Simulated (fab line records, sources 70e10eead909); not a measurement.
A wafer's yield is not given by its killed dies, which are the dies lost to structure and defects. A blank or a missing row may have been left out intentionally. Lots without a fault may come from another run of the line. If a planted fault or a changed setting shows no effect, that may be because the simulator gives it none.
Matching of chambers + flow nand harc + rie diel-12 running NHARC_A_BLC_STRIP_21: 4 sister chambers
The step strips in O2. 4 wafers are shown with their chamber, then 11 later ones without.

== WAFERS WITH THEIR CHAMBER ==
| wafer  | chamber | showerhead plenum p Torr (Torr) |
|--------|---------|---------------------------------|
| L312.2 | 2       | 3.47                            |
| L312.4 | 0       | 3.43                            |
| L312.6 | 3       | 3.50                            |
| L317.2 | 1       | 3.33                            |

== WAFERS WITHOUT THEIR CHAMBER ==
| wafer  | showerhead plenum p Torr (Torr) |
|--------|---------------------------------|
| L317.3 | 3.43                            |
| L317.4 | 3.50                            |
| L314.1 | 3.46                            |
| L314.3 | 3.43                            |
| L314.4 | 3.33                            |
| L315.1 | 3.46                            |
| L315.3 | 3.33                            |
| L315.5 | 3.50                            |
| L316.1 | 3.50                            |
| L316.2 | 3.43                            |
| L316.5 | 3.46                            |

== WHICH CHAMBER EACH ONE RAN IN ==
| wafer  | from the rows above | in truth |
|--------|---------------------|----------|
| L317.3 | 0                   | 0        |
| L317.4 | 3                   | 3        |
| L314.1 | 2                   | 2        |
| L314.3 | 0                   | 0        |
| L314.4 | 1                   | 1        |
| L315.1 | 2                   | 2        |
| L315.3 | 1                   | 1        |
| L315.5 | 3                   | 3        |
| L316.1 | 3                   | 3        |
| L316.2 | 0                   | 0        |
| L316.5 | 2                   | 2        |
Correctly placed: 11 of 11. Left unplaced by these rows: 0. Number placed wrongly: 0.
How it was worked out, from the rows above alone: a wafer's distance from a chamber is the root of the sum, over the readings, of the square of ((its reading less the chamber's mean) divided by the reading's scatter). If the next closest chamber is less than 2 further off than the closest, the wafer can't be placed; otherwise it belongs to the closest. The mean given for a chamber averages the wafers shown for that chamber. The scatter: with one shown wafer a chamber, the root of the mean of the squares of how far each hidden wafer lies from its nearest shown one.
